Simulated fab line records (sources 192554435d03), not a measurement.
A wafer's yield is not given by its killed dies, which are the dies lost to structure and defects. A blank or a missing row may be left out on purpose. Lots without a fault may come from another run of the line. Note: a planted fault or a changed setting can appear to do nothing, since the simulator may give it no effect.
Struck lot and sound lot, side by side	flow n5Finfet	41 steps out of a route of 1938
Sound: wafers L967.2, L967.3, L967.6. The struck wafers were L978.1, L978.4, L978.6. At the end, the cause is stated.
At each step with rows: each side's tool, then ch and its chambers, then its first start. Under that, the readings that differ: sound wafers	struck wafers	difference of the means	sigmas: that difference in standard deviations of wafers without a fault.
alike: a reading whose means differ by less than 2 such deviations, as well as words and numbers matching on both sides. not compared: withheld readings; readings where some wafer has no value; bounds like >300 that might hide an equal value; numbers whose values overlap and for which the record gives no deviation.
A row with sigmas, a row that says differs or no value, or rows on one side alone: a step with any of these is where the two part. Numbers that don't overlap but have no deviation are shown without sigmas and don't part them. A reading that every wafer of one side lacks parts them only if that side has two wafers or more.

first, 5 steps without rows for these wafers: N5_BEOL_M2_ANNEAL_82 (time 240 s); N5_BEOL_M2_SPUTTER_86 (material Cu, target thk 4.5 nm, time 8.29 s); N5_BEOL_M2_ANNEAL_87 (time 240 s); N5_BEOL_M2_SPUTTER_88 (material Cu, target thk 4.5 nm, time 8.29 s); N5_BEOL_M2_ANNEAL_89 (time 240 s).
N5_BEOL_M2_SPUTTER_90: material Cu, target thk 4.5 nm, time 8.29 s.
  sound on pvdSputter-01 at day 8 05:20; struck on pvdSputter-03 at day 11 01:34
  alike: chuckSensorTempC, throttleValvePct
N5_BEOL_M2_ANNEAL_91: time 240 s.
  sound on pvdSputter-01 at day 8 05:25; struck on pvdSputter-03 at day 11 01:39
  alike: heaterPowerW
then, 3 steps without rows for these wafers: N5_BEOL_M2_SPUTTER_92 (material Cu, target thk 4.5 nm, time 8.29 s); N5_BEOL_M2_ANNEAL_93 (time 240 s); N5_BEOL_M2_SPUTTER_94 (material Cu, target thk 4.5 nm, time 8.29 s).
N5_BEOL_M2_ANNEAL_95: time 240 s.
  sound on pvdSputter-01 at day 8 05:51; struck on pvdSputter-03 at day 11 02:05
  alike: heaterPowerW
then, 1 step without rows for these wafers: N5_BEOL_M2_SPUTTER_96 (material Cu, target thk 4.5 nm, time 8.29 s).
N5_BEOL_M2_ECD_50: material Cu, target thk 300 nm.
  sound on ecdCu-02 ch 0,1, day 8 06:07; struck on ecdCu-01 ch 0,1, day 11 02:21
N5_BEOL_M2_ANNEAL_51: time 90 s.
  sound on rtpAnneal-02 ch 0, day 8 06:14; struck on rtpAnneal-02 ch 0, day 11 02:26
  alike: wafer_temp_C_max
N5_BEOL_M2_CMP_52: polishes, stops on SiOC, t overpolish 6.8 s, target thk 40 nm.
  sound on cmp-01 ch 0,1,3, day 8 06:29; struck on cmp-03 ch 0,2,3, day 11 02:48
  alike: barrierFieldEndpointS, headPressurePsi, motorCurrentA, overpolishRunS, timeToEndpointS
N5_BEOL_M2_THK_MEAS_53: measures by xrf.
  sound on filmMetro-02 at day 8 06:47; struck on filmMetro-02 at day 11 03:01
  alike: M2_THK
then, 4 steps without rows for these wafers: N5_BEOL_M2_PRE_CLEAN_60 (time 15 s); N5_BEOL_M2_CO_CAP_55 (material Co, precursor CCTBA/H2, target thk 2 nm, time 102.1 s); N5_BEOL_M2_PRE_CLEAN_56 (time 15 s); N5_BEOL_M2_DEP_57 (deposits SiCN from 3MS/NH3, target thk 8 nm, time 14 s).
N5_BEOL_M2_RS_MEAS_58: uses a four-point probe to measure.
  sound on filmMetro-01 at day 8 07:08; struck on filmMetro-01 at day 11 03:17
  alike: M2_RS
then, 1 step without rows for these wafers: N5_BEOL_M3_ILD_DEP_00 (deposits SiOC from DEMS/O2, target thk 79 nm, time 15.3 s).
N5_BEOL_M3_THK_MEAS_01:
  sound on filmMetro-01 at day 8 07:16; struck on filmMetro-02 at day 11 03:25
  alike: M3_ILD_THK
then, 11 steps without rows for these wafers: N5_BEOL_M3_PECVD_72 (deposits SiO2 from TEOS/O2, target thk 16 nm, time 18 s); N5_BEOL_M3_HM_DEP_02 (deposits TiN, target thk 20 nm); N5_BEOL_M3_COAT_61 (time 60 s, resist thk 60 nm); N5_BEOL_M3_COAT_62 (time 60 s, resist thk 12 nm); N5_BEOL_M3_COAT_73 (time 60 s, resist thk 5 nm); N5_BEOL_M3_COAT_05 (resist thk 30 nm); N5_BEOL_M3_EBR_07; N5_BEOL_M3_SOFTBAKE_06 (time 60 s); N5_BEOL_M3_EXPOSE_08 (exposes mask M3); N5_BEOL_M3_PEB_09 (peb time 60 s); N5_BEOL_M3_DEVELOP_10 (develop time 30 s).
N5_BEOL_M3_CD_MEAS_11: target cd 17.05 nm.
  sound on cdSem-03 ch 0, day 8 08:52; struck on cdSem-01 ch 0, day 11 04:48
  alike: cdNm
N5_BEOL_M3_OVL_MEAS_12:
  sound on overlay-02 ch 0, day 8 08:53; struck on overlay-01 ch 0, day 11 04:50
  alike: M3_OVL
then, 4 steps without rows for these wafers: N5_BEOL_M3_DESCUM_16 (chemistry O2, time 7 s); N5_BEOL_M3_ETCH_74 (etches underlayer in N2/H2, target depth 6.5 nm, time 5.2 s); N5_BEOL_M3_ETCH_63 (etches SiARC in CF4, target depth 15.6 nm, time 26 s); N5_BEOL_M3_ETCH_64 (etches SOC in N2/H2, target depth 75 nm, overetch 15 nm, time 112.5 s).
-- record jumps: 6 days separate the struck wafers' starts on either side; left off in module BEOL_M3, taken up again in module PASSIVATION, whose first shown step is the route's number 1936 --
N5_PASSIVATION_PROBE_49:
  sound on prober-02 at day 13 18:02; struck on prober-01 at day 16 18:00
reading	sound	struck	difference	sigmas
defectLimitedYield (%)	91.3 91.9 90.2	54.7 55.4 57.6	-35.2	-23
killed_at_M0_to_M3	24 28 37	492 483 443	+443	+52
killedDies	103 95 116	534 526 500	+415	+24
killedOnRim	12 15 16	64 75 63	+53	+15
killedShort	42 28 41	17 15 20	-20	-2
sort_bin_5_function (%)	4.9 4.7 5.3	28.0 26.7 28.3	+22.7	+25
sort_bin_6_memory (%)	3.3 3.1 3.7	15.2 14.6 11.7	+10.5	+15
sortNPass	1077 1085 1064	646 654 680	-415	-24
sortYieldPct (%)	91.3 91.9 90.2	54.7 55.4 57.6	-35.2	-23
  alike: killed_at_M4_up, killedAtContacts, killedAtFrontEnd, killedAtOther, killedOpen

WHERE THEY PART
Only at N5_PASSIVATION_PROBE_49, as far as this record shows.

WHY: what had been put in by the simulator
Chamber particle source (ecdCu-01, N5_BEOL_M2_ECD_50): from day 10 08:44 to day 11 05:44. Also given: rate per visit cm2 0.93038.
